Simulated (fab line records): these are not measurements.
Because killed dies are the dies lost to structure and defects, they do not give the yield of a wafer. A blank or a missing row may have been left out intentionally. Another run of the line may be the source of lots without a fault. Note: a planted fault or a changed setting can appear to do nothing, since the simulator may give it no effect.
fab line records	flow nand-harc
[record] lots = 5	wafers = 15	last-day = 33
route steps=1302 shown P_BONDPAD@363 A_ZERO_WELL@390 END@1302
lots that met no fault: from a run of the same line without faults
start-h: hours from the record's opening day to when the first of the lot's shown wafers began	wait-h: how many hours have passed since the lot's step before this one	" as in the row above	L1.1+2: a single row standing in for several wafers	- value missing, or start not given	* or withheld: withheld	< > ~ a bound
route shown NAME@n: names a module that has steps shown in the file, with the first one's number in the route	usual: mean/standard deviation taken from wafers without a fault	same: alike in all rows	chamber/n: place in a boat	sites: per-site readings	_std_site: their standard deviation	_edge_site: outer sites' mean less inner sites'	radius-mm: for every site, how far away it sits from the centre of the wafer	mask NAME#n: copy n	behind: the most recent tool/chamber to have shaped the wafer	hold: what put the lot on hold/how long, in hours/how the hold closed	device: which transistor (n, p or np) failed to switch	end of line: the route-end tests of the same wafers	a step with no rows: only its recipe	killed: not the wafer's yield, but the dies lost to structure and defects at the first sort	map: a wafer's dies, marking killed ones x, the rest . and places with no die _
set.NAME: the setting the step ran with; set.NAME@STEP: the setting that earlier step ran with	model.NAME: the simulator's own value behind a step, which no gauge read
a table for each step, a row for each wafer; lots at some steps of the route
services: a tool's chamber out of use, with start hour (start-h, from the record's first day; less than 0 if before it), hours out, and reason
[[steps]]
[step NHARC_P_BONDPAD_DEVELOP_08]
[recipe] time-s = 50	dev-temp-c = 22
[step NHARC_P_BONDPAD_CD_MEAS_09]
[recipe] target-cd-nm = 500	landing-energy-ev = 500
[usual] cd-nm = 499.3/2.6
lot.wafer	tool	chamber	start-h	wait-h	cd-nm
L845.2	cd-sem-01	0	197.34	-	494.5
L845.3	"	0	"	"	499.4
L845.5	"	0	"	"	499.9
L855.1	cd-sem-02	0	293.08	-	499.2
L855.2	"	0	"	"	499.9
L855.4	"	0	"	"	499.3
L854.1	cd-sem-03	0	293.68	-	499.3
L854.3	"	0	"	"	494.3
L854.6	"	0	"	"	502.7
L858.3	cd-sem-02	0	327.11	-	499.1
L858.4	"	0	"	"	499.2
L858.5	"	0	"	"	503.7
L861.2	cd-sem-03	0	356.61	-	498.4
L861.3	"	0	"	"	499.4
L861.5	"	0	"	"	498.5
[step NHARC_P_BONDPAD_OVL_MEAS_38]
[usual] overlay-x-nm = -4/7.2	overlay-y-nm = -1/5.1
lot.wafer	tool	chamber	start-h	wait-h	overlay-x-nm	overlay-y-nm
L845.2	overlay-01	-	197.43	-	1	-2
L845.3	"	-	"	"	1	-3
L845.5	"	-	"	"	2	-3
L855.1	overlay-02	-	293.17	-	5	0
L855.2	"	-	"	"	6	0
L855.4	"	-	"	"	5	0
L854.1	overlay-01	-	293.76	-	4	-4
L854.3	"	-	"	"	5	-4
L854.6	"	-	"	"	5	-4
L858.3	overlay-01	-	327.19	-	7	0
L858.4	"	-	"	"	8	0
L858.5	"	-	"	"	7	1
L861.2	overlay-01	-	356.71	-	-8	5
L861.3	"	-	"	"	-8	6
L861.5	"	-	"	"	-8	6
[step NHARC_P_BONDPAD_HARDBAKE_10]
[recipe] temp-c = 118	time-s = 65
[step NHARC_P_BONDPAD_DESCUM_11]
[recipe] time-s = 3	o2-flow-sccm = 200	ar-flow-sccm = 0	bias-power-w = 0	chemistry = O2
[step NHARC_P_BONDPAD_ETCH_37]
[recipe] target-depth-a = 600	overetch-a = 180	time-s = 65.91	ion-energy-ev = 200	n2-flow-sccm = 150	h2-flow-sccm = 150	ar-flow-sccm = 0	rf-w = 400	bias-w = 150	chemistry = N2/H2
[usual] drypump-motor-current-A = 5.5/0.39	oes-product-au = 0.999/0.012	rf-vpp-V = 431.5/2.3	showerhead-plenum-p-Torr = 2.08/0.08	throttle-valve-pct = 14.171/0.0086
lot.wafer	tool	chamber	start-h	wait-h	drypump-motor-current-A	oes-product-au	rf-hours-counter-h	rf-vpp-V	showerhead-plenum-p-Torr	throttle-valve-pct
L845.2	rie-diel-06	1	197.65	0.1	5.7	1.006	3	431.5	2.06	14.175
L845.3	"	3	"	"	5.8	0.979	4	434.0	2.12	14.185
L845.5	"	1	"	"	5.7	1.004	-	430.7	2.06	14.175
L855.2	rie-diel-06	2	293.38	0.1	5.6	1.016	10	432.3	2.10	14.167
L855.1	"	0	"	"	5.2	1.024	8	432.3	2.15	14.171
L855.4	"	1	"	"	5.7	1.011	9	431.0	2.06	14.161
L854.3	rie-diel-06	1	293.97	0.1	5.7	1.009	9	430.0	2.06	14.175
L854.1	"	0	"	"	5.2	1.014	8	432.6	2.15	14.159
L854.6	"	1	"	"	5.7	1.015	-	431.6	2.06	14.168
L858.3	rie-diel-13	0	327.41	0.1	4.9	0.993	4	431.4	2.05	14.157
L858.4	"	2	"	"	5.9	0.990	4	425.9	1.91	14.165
L858.5	"	3	"	"	6.0	0.997	-	431.6	2.08	14.168
L861.2	rie-diel-06	3	356.91	0.1	5.8	0.998	1	432.4	2.12	14.191
L861.3	"	0	"	"	5.2	0.978	1	432.2	2.15	14.174
L861.5	"	0	"	"	5.2	0.981	-	434.0	2.15	14.156
[step NHARC_P_BONDPAD_ETCH_12]
[recipe] target-depth-a = 2000	time-s = 100	chf3-flow-sccm = 50	o2-flow-sccm = 10	ar-flow-sccm = 200	rf-w = 500	bias-w = 200	chemistry = CHF3/O2
[step NHARC_P_BONDPAD_CD_MEAS_13]
[usual] cd-nm = 499.0/2.7
lot.wafer	tool	chamber	start-h	wait-h	cd-nm
L845.2	cd-sem-03	-	197.87	-	494.4
L845.3	"	-	"	"	498.8
L845.5	"	-	"	"	498.3
L855.1	cd-sem-02	-	293.60	-	498.7
L855.2	"	-	"	"	499.0
L855.4	"	-	"	"	497.8
L854.1	cd-sem-01	-	294.20	-	499.5
L854.3	"	-	"	"	492.6
L854.6	"	-	"	"	501.0
L858.3	cd-sem-03	-	327.63	-	500.6
L858.4	"	-	"	"	499.7
L858.5	"	-	"	"	502.3
L861.2	cd-sem-03	-	357.14	-	498.2
L861.3	"	-	"	"	499.1
L861.5	"	-	"	"	499.4
[step NHARC_P_BONDPAD_STRIP_15]
[recipe] o2-flow-sccm = 500	ar-flow-sccm = 0	bias-w = 0	chemistry = O2
[step NHARC_P_BONDPAD_ETCH_24]
[recipe] target-depth-a = 300	over-etch-frac = 0.3	time-s = 72.99	ion-energy-ev = 150	cf4-flow-sccm = 50	n2-flow-sccm = 100	ar-flow-sccm = 150	rf-w = 300	bias-w = 100	chemistry = CF4/N2
[usual] drypump-motor-current-A = 5.5/0.35	oes-product-au = 1.003/0.012	rf-vpp-V = 314.3/2.2	showerhead-plenum-p-Torr = 2.63/0.12	throttle-valve-pct = 19.793/0.0093
[same] over-etch-frac = 0.3
lot.wafer	tool	chamber	start-h	wait-h	drypump-motor-current-A	oes-product-au	rf-hours-counter-h	rf-vpp-V	showerhead-plenum-p-Torr	throttle-valve-pct
L845.3	rie-diel-06	3	-	-	5.8	0.993	4.4	314.8	2.72	19.778
L845.2	"	2	"	"	5.5	0.999	4.3	315.7	2.70	19.790
L845.5	"	0	"	"	5.2	1.007	-	316.1	2.76	19.791
L855.2	rie-diel-13	0	-	-	4.9	1.006	2.9	315.0	2.64	19.799
L855.1	"	1	"	"	4.9	1.004	2.8	317.1	2.78	19.792
L855.4	"	3	"	"	6.0	0.999	2.9	315.0	2.68	19.798
L854.3	rie-diel-13	3	-	-	6.1	1.005	2.9	316.3	2.68	19.797
L854.1	"	0	"	"	4.9	1.011	3.0	312.4	2.64	19.797
L854.6	"	2	"	"	5.9	1.011	-	311.8	2.47	19.796
L858.4	rie-diel-13	3	-	-	6.0	0.993	4.4	315.8	2.68	19.797
L858.3	"	0	"	"	4.9	1.009	4.5	315.3	2.63	19.790
L858.5	"	0	"	"	4.9	0.993	-	315.7	2.63	19.791
L861.3	rie-diel-07	2	-	-	5.6	0.983	4.3	311.0	2.45	19.802
L861.2	"	3	"	"	5.3	0.988	3.1	313.7	2.53	19.798
L861.5	"	2	"	"	5.6	0.993	-	310.7	2.45	19.804
[step NHARC_P_BONDPAD_STRIP_16]
[recipe] time-s = 600	temp-c = 30	chemistry = post-etch-residue-remover
[step NHARC_P_BONDPAD_DEGAS_25]
[recipe] temp-c = 300	time-s = 60
[step NHARC_P_BONDPAD_PRE_CLEAN_26]
[recipe] time-s = 30	temp-c = 280	gas = H2/He
[usual] heater-power-w = 399/23	susceptor-temp-C = 280.00/0.19
lot.wafer	tool	chamber	start-h	wait-h	heater-power-w	susceptor-temp-C
L845.2	pvd-sputter-01	-	198.55	-	378	279.86
L845.3	"	-	"	"	418	280.01
L845.5	"	-	"	"	385	280.35
L855.2	pvd-sputter-03	-	294.28	-	405	280.03
L855.1	"	-	"	"	368	279.94
L855.4	"	-	"	"	369	280.14
L854.1	pvd-sputter-01	-	294.88	-	449	279.99
L854.3	"	-	"	"	388	279.91
L854.6	"	-	"	"	442	280.08
L858.3	pvd-sputter-03	-	328.33	-	372	279.71
L858.4	"	-	"	"	383	280.27
L858.5	"	-	"	"	409	280.09
L861.3	pvd-sputter-02	-	357.89	-	429	280.37
L861.2	"	-	"	"	385	280.10
L861.5	"	-	"	"	430	280.04
[step NHARC_P_BONDPAD_PVD_17]
[recipe] target-thk-a = 50	bias-v = 168.6	power-w = 15000	chamber-pressure-pa = 0.12	time-s = 8.06	substrate-temp-c = 50	material = TaN
[usual] throttle-valve-pct = 30.4/0.94
lot.wafer	tool	chamber	start-h	wait-h	throttle-valve-pct
L845.3	pvd-sputter-01	-	-	-	30.9
L845.2	"	-	"	"	31.6
L845.5	"	-	"	"	30.7
L855.4	pvd-sputter-03	-	-	-	30.6
L855.1	"	-	"	"	29.7
L855.2	"	-	"	"	29.7
L854.1	pvd-sputter-01	-	-	-	30.3
L854.3	"	-	"	"	30.0
L854.6	"	-	"	"	30.2
L858.3	pvd-sputter-03	-	-	-	30.7
L858.4	"	-	"	"	29.7
L858.5	"	-	"	"	30.9
L861.3	pvd-sputter-02	-	-	-	30.0
L861.2	"	-	"	"	30.8
L861.5	"	-	"	"	30.8
[step NHARC_P_BONDPAD_PVD_27]
[recipe] target-thk-a = 300	chamber-pressure-pa = 5	power-w = 5000	substrate-temp-c = 30	time-s = 20.49	material = Cu
[usual] throttle-valve-pct = 30.4/0.93
lot.wafer	tool	chamber	start-h	wait-h	throttle-valve-pct
L845.2	pvd-sputter-01	-	-	-	30.9
L845.3	"	-	"	"	31.8
L845.5	"	-	"	"	30.9
L855.1	pvd-sputter-03	-	-	-	30.7
L855.4	"	-	"	"	29.7
L855.2	"	-	"	"	29.9
L854.3	pvd-sputter-01	-	-	-	30.7
L854.1	"	-	"	"	32.8
L854.6	"	-	"	"	30.3
L858.4	pvd-sputter-03	-	-	-	30.8
L858.3	"	-	"	"	29.3
L858.5	"	-	"	"	29.8
L861.2	pvd-sputter-02	-	-	-	28.2
L861.3	"	-	"	"	30.7
L861.5	"	-	"	"	28.3
[step NHARC_P_BONDPAD_ECD_18]
[recipe] target-thk-a = 4000	bath-temp-c = 25	material = Cu
[step NHARC_P_BONDPAD_ANNEAL_28]
[recipe] temp-c = 225	time-s = 90
[step NHARC_P_BONDPAD_CMP_19]
[recipe] t-overpolish-s = 30	cu-recess-touch-s = 16	target-thk-nm = 160.81
[step NHARC_P_BONDPAD_THK_MEAS_20]
[recipe] thk-meas-gauge = xrf
[usual] thk-nm = 161.3/1.7
lot.wafer	tool	chamber	start-h	wait-h	thk-nm
L845.2	film-metro-02	-	199.89	-	162.0
L845.3	"	-	"	"	161.8
L845.5	"	-	"	"	162.6
L855.1	film-metro-02	-	295.63	-	160.5
L855.2	"	-	"	"	159.1
L855.4	"	-	"	"	162.9
L854.1	film-metro-02	-	296.23	-	160.9
L854.3	"	-	"	"	161.7
L854.6	"	-	"	"	159.7
L858.3	film-metro-02	-	329.69	-	158.1
L858.4	"	-	"	"	159.9
L858.5	"	-	"	"	159.7
L861.2	film-metro-01	-	359.24	-	160.0
L861.3	"	-	"	"	162.5
L861.5	"	-	"	"	161.5
[step NHARC_P_BONDPAD_SRD_21]
[recipe] time-s = 30	temp-c = 23	dry-time-s = 20	spin-rpm = 1500
[step NHARC_P_BONDPAD_ACTIVATE_29]
[recipe] time-s = 60	n2-flow-sccm = 200	ar-flow-sccm = 0	bias-power-w = 0	chemistry = N2
[step NHARC_P_BONDPAD_PRECLEAN_30]
[recipe] time-s = 300	temp-c = 23	chemistry = DIW
[step NHARC_P_BONDPAD_SRD_31]
[recipe] time-s = 30	temp-c = 23	dry-time-s = 20	spin-rpm = 1500
[step NHARC_A_ZERO_WELL_PRECLEAN_00]
[recipe] time-s = 600	temp-c = 120	chemistry = SPM
[step NHARC_A_ZERO_WELL_SRD_01]
[step NHARC_A_ZERO_WELL_DEHYDRATE_02]
[recipe] temp-c = 150	time-s = 120
[step NHARC_A_ZERO_WELL_HMDS_03]
[recipe] time-s = 30
[step NHARC_A_ZERO_WELL_COAT_18]
[recipe] temp-c = 200	time-s = 65
[step NHARC_A_ZERO_WELL_COAT_04]
[recipe] spin-rpm = 2000	resist-thk-nm = 600
[step NHARC_A_ZERO_WELL_SOFTBAKE_05]
[recipe] temp-c = 125	time-s = 70
[step NHARC_A_ZERO_WELL_EBR_06]
[step NHARC_A_ZERO_WELL_EXPOSE_07]
[recipe] na = 0.55	dose-mj = 33.85	mask-id = A_ZERO
[step NHARC_A_ZERO_WELL_PEB_08]
[recipe] peb-temp-c = 128	peb-time-s = 80
[step NHARC_A_ZERO_WELL_DEVELOP_09]
[recipe] time-s = 50	dev-temp-c = 22
[step NHARC_A_ZERO_WELL_CD_MEAS_10]
[recipe] target-cd-nm = 2000	landing-energy-ev = 500
[usual] cd-nm = 1999.7/2.3
lot.wafer	tool	chamber	start-h	wait-h	cd-nm
L845.2	cd-sem-03	0	201.40	-	2003.3
L845.3	"	0	"	"	1999.4
L845.5	"	0	"	"	2002.3
L855.1	cd-sem-03	0	297.17	-	1999.7
L855.2	"	0	"	"	1998.8
L855.4	"	0	"	"	2000.1
L854.1	cd-sem-01	0	297.74	-	2000.8
L854.3	"	0	"	"	1996.6
L854.6	"	0	"	"	1999.0
L858.3	cd-sem-01	0	331.24	-	1996.2
L858.4	"	0	"	"	2001.2
L858.5	"	0	"	"	1998.4
L861.2	cd-sem-03	0	360.77	-	2001.6
L861.3	"	0	"	"	2000.3
L861.5	"	0	"	"	2003.2
[step NHARC_A_ZERO_WELL_HARDBAKE_11]
[recipe] temp-c = 118	time-s = 65
[step NHARC_A_ZERO_WELL_DESCUM_12]
[recipe] time-s = 3	o2-flow-sccm = 200	ar-flow-sccm = 0	bias-power-w = 0	chemistry = O2
[step NHARC_A_ZERO_WELL_ETCH_19]
[recipe] target-depth-a = 800	overetch-a = 240	time-s = 87.88	ion-energy-ev = 200	n2-flow-sccm = 150	h2-flow-sccm = 150	ar-flow-sccm = 0	rf-w = 400	bias-w = 150	chemistry = N2/H2
[usual] drypump-motor-current-A = 5.7/0.31	oes-product-au = 1.004/0.013	rf-vpp-V = 429.6/2.5	showerhead-plenum-p-Torr = 2.01/0.083	throttle-valve-pct = 14.172/0.0087
lot.wafer	tool	chamber	start-h	wait-h	drypump-motor-current-A	oes-product-au	rf-hours-counter-h	rf-vpp-V	showerhead-plenum-p-Torr	throttle-valve-pct
L845.3	rie-diel-12	0	201.65	0.1	5.8	1.000	2	431.8	2.08	14.166
L845.2	"	2	"	"	5.6	1.008	3	429.6	1.97	14.165
L845.5	"	3	"	"	5.8	1.000	-	429.4	2.01	14.166
L855.4	rie-diel-03	3	297.41	0.1	4.9	1.025	0	433.7	2.16	14.178
L855.2	"	0	"	"	5.5	1.000	0	426.3	1.88	14.181
L855.1	"	2	"	"	6.3	1.018	0	431.0	2.08	14.177
L854.1	rie-diel-03	2	298.02	0.1	6.3	1.026	0	432.4	2.08	14.177
L854.3	"	3	"	"	4.9	1.023	0	432.9	2.16	14.190
L854.6	"	2	"	"	6.3	1.018	-	431.2	2.08	14.170
L858.4	rie-diel-03	1	331.48	0.1	5.8	1.006	5	428.5	1.96	14.153
L858.3	"	2	"	"	6.3	1.021	5	431.5	2.08	14.178
L858.5	"	1	"	"	5.8	1.009	-	427.6	1.96	14.177
L861.3	rie-diel-03	1	361.01	0.1	5.8	0.998	11	428.0	1.96	14.180
L861.2	"	2	"	"	6.3	1.020	11	432.1	2.08	14.176
L861.5	"	2	"	"	6.3	1.019	-	431.9	2.08	14.173
[step NHARC_END_SORT_01]
[recipe] temp-c = 25
[usual] defect-limited-yield = 91.0/2.5	killed-at-array = 56/17	killed-at-other = 0.9/1.2	killed-at-periphery = 3.9/2.5	killed-dies = 61/17	killed-open = 3.2/1.8	killed-short = 2.7/1.7
[same] gross-dies = 677
lot.wafer	tool	chamber	start-h	wait-h	defect-limited-yield[%]	killed-at-array	killed-at-other	killed-at-periphery	killed-dies	killed-open	killed-short
L845.2	prober-02	0	632.91	2.8	91.3	41	1	17	59	1	0
L845.3	prober-02	0	633.69	3.1	94.1	37	0	3	40	1	3
L845.5	prober-02	0	635.26	3.6	91.4	53	1	4	58	2	0
L858.3	prober-01	0	753.76	3.1	90.4	64	0	1	65	2	2
L858.4	prober-01	0	754.55	3.4	91.4	57	0	1	58	4	2
L858.5	prober-01	0	755.34	3.7	91.6	54	1	2	57	3	4
// killed by level:class
L845.2 P_BONDPAD:unspecified=14 A_SLIT:chamber-film-flake=13 A_CHANNEL_HOLE_D2:chamber-film-flake=12 A_CHANNEL_HOLE_D1:chamber-film-flake=4 A_WL_FILL:chamber-film-flake=3 A_CONTACT:chamber-film-flake=3 P_M1:chamber-film-flake=2 A_STAIRCASE:chamber-film-flake=2
L845.3 A_SLIT:chamber-film-flake=18 A_CONTACT:chamber-film-flake=5 A_STAIRCASE:chamber-film-flake=3 P_ZERO_WELL:chamber-film-flake=2 A_CHANNEL_HOLE_D2:chamber-film-flake=2 A_CHANNEL_FILL_D2:chamber-film-flake=2 A_CHANNEL_FILL_D1:geometric-particle:short=1 A_ONON_D2:geometric-particle:short=1
L845.5 A_SLIT:chamber-film-flake=23 A_CHANNEL_HOLE_D2:chamber-film-flake=16 A_CONTACT:chamber-film-flake=5 A_STAIRCASE:chamber-film-flake=4 P_ZERO_WELL:chamber-film-flake=2 A_ONON_D2:geometric-particle:open=1 A_CHANNEL_FILL_D2:geometric-particle:open=1 P_STI:chamber-film-flake=1
L858.3 A_CHANNEL_HOLE_D2:chamber-film-flake=27 A_CHANNEL_HOLE_D1:chamber-film-flake=14 A_CONTACT:chamber-film-flake=7 A_STAIRCASE:chamber-film-flake=6 A_SLIT:chamber-film-flake=5 A_SOURCE_PLATE:geometric-particle:open=1 A_ONON_D2:geometric-particle:short=1 A_WL_FILL:geometric-particle:short=1
L858.4 A_CHANNEL_HOLE_D2:chamber-film-flake=18 A_CHANNEL_HOLE_D1:chamber-film-flake=11 A_SLIT:chamber-film-flake=8 A_DECK1_JOINT:chamber-film-flake=5 A_CONTACT:chamber-film-flake=4 A_STAIRCASE:chamber-film-flake=3 A_DECK1_JOINT:geometric-particle:short=2 A_WL_FILL:chamber-film-flake=2
L858.5 A_CHANNEL_HOLE_D2:chamber-film-flake=22 A_CHANNEL_HOLE_D1:chamber-film-flake=14 A_SLIT:chamber-film-flake=5 A_STAIRCASE:chamber-film-flake=3 A_CHANNEL_FILL_D1:chamber-film-flake=2 A_DECK1_JOINT:chamber-film-flake=2 P_CONTACT:geometric-particle:short=1 A_SOURCE_PLATE:geometric-particle:short=1
// map L845.2 (x killed, . not)
____________.____________
_________......._________
_______.....x....._______
______.............______
_____..............._____
____............x....____
____.................____
___............x.x....___
___.............x.....___
__.....................__
__.........x...........__
_...........x..........._
_.x.x..................x_
_..x...................._
_..x...................._
_...x.........x......x.._
...x.....................
..x...........xx.x.......
.x.x.........xx..........
...xx.x........x.........
....xx..........xx...xx..
_.................x....._
_................x......_
_x.............x........_
_..........x............_
_......................._
__.........x........x..__
__.....................__
___.....x.........x.x.___
___.................x.___
____..............xxx____
____.............xxxx____
_____............xxx_____
______..........xxx______
_______..........x_______
_________......._________
____________.____________
// map L854.1 (x killed, . not)
____________.____________
_________......x_________
_______x....x....._______
______.x.x..x......______
_____.x............._____
____.x.x...x..x......____
____.xxx.x..x........____
___xxxx...............___
___..xxxx.............___
__.xxxx.x.x............__
__x..xxxxx.............__
_....xxxxx.......x......_
_..xxx..x.......x......._
_...xxxx..x............._
_......................._
_......x................_
.........................
.........................
....................x....
.........................
.....x...................
_......................._
_........x.............._
_.......x..............._
_..................x...._
_......x..........x....._
__......x..............__
__....................x__
___.....x.............___
___........x..........___
____.............xx.x____
____.............xxxx____
_____............xxx_____
______....x......xx______
_______........x.x_______
_________......._________
____________.____________
[[services]]
tool	chamber	start-h	hours	kind
pvd-sputter-02	-	180.23	7.5	repair
pvd-sputter-03	-	200.36	1.7	repair
rie-diel-06	0	207.25	4.2	repair
pvd-sputter-01	-	210.43	8.1	repair
pvd-sputter-01	-	226.00	10.0	pm
rie-diel-12	3	234.56	3.0	repair
rie-diel-07	0	235.24	6.1	repair
rie-diel-12	2	242.02	10.6	repair
rie-diel-12	3	246.98	3.9	repair
rie-diel-07	3	255.63	10.9	repair
pvd-sputter-01	-	257.03	2.3	repair
rie-diel-06	0	259.36	6.0	repair
rie-diel-12	-	268.40	9.0	pm
rie-diel-03	-	281.30	9.0	pm
pvd-sputter-02	-	282.00	10.0	pm
rie-diel-07	-	294.26	9.0	pm
rie-diel-06	-	307.33	9.0	pm
pvd-sputter-03	-	313.93	1.0	repair
rie-diel-06	1	317.35	10.1	repair
rie-diel-12	1	320.46	4.1	repair
rie-diel-13	-	342.00	9.0	pm
rie-diel-07	3	344.76	8.5	repair
pvd-sputter-03	-	348.00	10.0	pm
pvd-sputter-01	-	356.11	4.9	repair
[[key]]
[first-sign] step = NHARC_END_SORT_01	reading = killed-at-periphery	direction = up	sigmas = 5.3	usual = 3.9	struck = 17
effect none on later readings
met-at NHARC_P_BONDPAD_PRE_CLEAN_26
struck-wafers L845.2
[fault] kind = chamber-particle-source	tool = pvd-sputter-01	chamber = -	onset-h = 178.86	steps = NHARC_P_BONDPAD_PRE_CLEAN_26	rate-per-visit-cm2 = 0.029387	end-h = 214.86	scope = struck-wafers-only
